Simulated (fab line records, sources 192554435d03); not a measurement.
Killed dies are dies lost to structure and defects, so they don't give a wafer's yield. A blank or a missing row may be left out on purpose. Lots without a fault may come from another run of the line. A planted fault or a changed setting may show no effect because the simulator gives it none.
A struck lot beside a sound one | flow n5_finfet | 16 steps out of a route of 1938
Sound: wafers L103.3, L103.5, L103.6. Struck: wafers L114.2, L114.4, L114.6. The cause comes at the end.
At each step with rows: each side's tool, then ch and its chambers, then its first start. Under that, the readings that differ: sound wafers | struck wafers | difference of the means | sigmas: that difference in standard deviations of wafers without a fault.
alike: readings whose means differ by less than 2 such deviations, and words and numbers that are the same on both sides. not compared: withheld readings, readings that some wafer has no value for, bounds like >300 that may hide the same value, and numbers for which the record gives no deviation and whose values overlap.
The two part at a step that has a row with sigmas, a row that says differs or no value, or rows on one side only. Numbers that don't overlap but have no deviation are shown without sigmas and don't part them. A reading that every wafer of one side lacks parts them only if that side has two wafers or more.

N5_HKMG_FIN_ETCH_86: etches SOC in N2/H2, stops on TiN, target depth 393.2 nm.
  sound on rie_diel-06 ch 1,2, day 5 10:20; struck on rie_diel-05 ch 1,3, day 8 07:07
  alike: drypump_motor_current_A, oes_product_au, rf_vpp_V, showerhead_plenum_p_Torr, throttle_valve_pct
  not compared: rf_hours_counter_h
then, 2 steps without rows for these wafers: N5_HKMG_FIN_STRIP_89 (strips SOC in N2/H2, time 20 s); N5_HKMG_FIN_WET_ETCH_87 (etches TiN in SC1, time 154.2 s, target depth 4.7 nm, rinse time 30 s).
N5_HKMG_FIN_STRIP_88: strips in N2/H2, time 360 s.
  sound on plasma_asher-01 ch 0,1, day 5 10:42; struck on plasma_asher-02 ch 0,1, day 8 07:22
  alike: drypump_motor_current_A, heater_power_w
  not compared: rf_hours_counter_h
N5_HKMG_FIN_NWFM_ALD_20: deposits TiAlC, target thk 2 nm, pulse time 3 s, purge time 2 s.
  sound on ald_metal-03 ch 2,3, day 5 10:58; struck on ald_metal-03 ch 0,2,3, day 8 07:46
  alike: chamber_pressure_Torr, heater_power_w, precursor_pulse_height_rel, susceptor_temp_C
N5_HKMG_FIN_ALD_71: deposits TiN, target thk 1 nm, pulse time 1 s, purge time 3 s.
  sound on ald_metal-03 ch 2,3, day 5 11:04; struck on ald_metal-03 ch 0,2,3, day 8 07:52
  alike: chamber_pressure_Torr, heater_power_w, precursor_pulse_height_rel, susceptor_temp_C
then, 4 steps without rows for these wafers: N5_HKMG_FIN_COAT_66 (time 60 s, resist thk 300 nm); N5_HKMG_FIN_ETCH_67 (etches SOC in N2/H2, stops on TiN, target depth 388.9 nm); N5_HKMG_FIN_STRIP_90 (strips SOC in N2/H2, time 20 s); N5_HKMG_FIN_WET_ETCH_73 (etches the open film in SC1, time 42.3 s, target depth 1.3 nm, rinse time 30 s).
N5_HKMG_FIN_ETCHBACK_68: etches the open film in Cl2/Ar, stops on HfO2, target depth 0.5 nm.
  sound on rie_metal-02 ch 0,1, day 5 11:40; struck on rie_metal-02 ch 0,1, day 8 08:25
  alike: drypump_motor_current_A, he_backside_leak_sccm, oes_product_au, throttle_valve_pct
  not compared: rf_hours_counter_h
then, 1 step without rows for these wafers: N5_HKMG_FIN_STRIP_69 (strips in N2/H2, time 360 s).
N5_HKMG_FIN_ALD_21: deposits TiN, target thk 1.5 nm, pulse time 1 s, purge time 3 s.
  sound on ald_metal-03 ch 2,3, day 5 12:09; struck on ald_metal-03 ch 1,2, day 8 08:56
  reading              | sound                | struck               | difference | sigmas
  susceptor_temp_C (C) | 399.95 400.26 400.39 | 369.65 369.84 369.67 | -30.48     | -99 or more
  alike: chamber_pressure_Torr, heater_power_w, precursor_pulse_height_rel
then, 1 step without rows for these wafers: N5_HKMG_FIN_ALD_72 (deposits W, target thk 2 nm, pulse time 1 s, purge time 2 s).
-- the record jumps here: 5 days lie between the struck wafers' starts before and after (it left off in module HKMG_FIN and takes up again in module BEOL_M4, whose first step shown is number 1111 of the route) --
N5_BEOL_M4_RC_MEAS_101:
  sound on prober-02 ch 0, day 9 05:29; struck on prober-02 ch 0, day 13 15:07
  reading       | sound          | struck         | difference | sigmas
  ION_P (uA/um) | 445 450 451    | 465 471 458    | +16        | +2
  VT_P (mV)     | -256 -256 -254 | -247 -251 -249 | +6         | +2
  alike: DIBL_N, DIBL_P, IOFF_N, IOFF_P, ION_N, SS_N, SS_P, VT_N
-- the record jumps here: 4 days lie between the struck wafers' starts before and after (it left off in module BEOL_M4 and takes up again in module PASSIVATION, whose first step shown is number 1936 of the route) --
N5_PASSIVATION_PROBE_49:
  the record has rows for the struck wafers here (prober-01, day 18 01:53) and none for the sound ones

WHERE THEY PART
First at N5_HKMG_FIN_ALD_21; last, within this record, at N5_PASSIVATION_PROBE_49.

WHY: what the simulator had put in
Process parameter drift: ald_metal-03, from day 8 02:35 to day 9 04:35, at N5_HKMG_FIN_ALD_21. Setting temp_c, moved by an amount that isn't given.
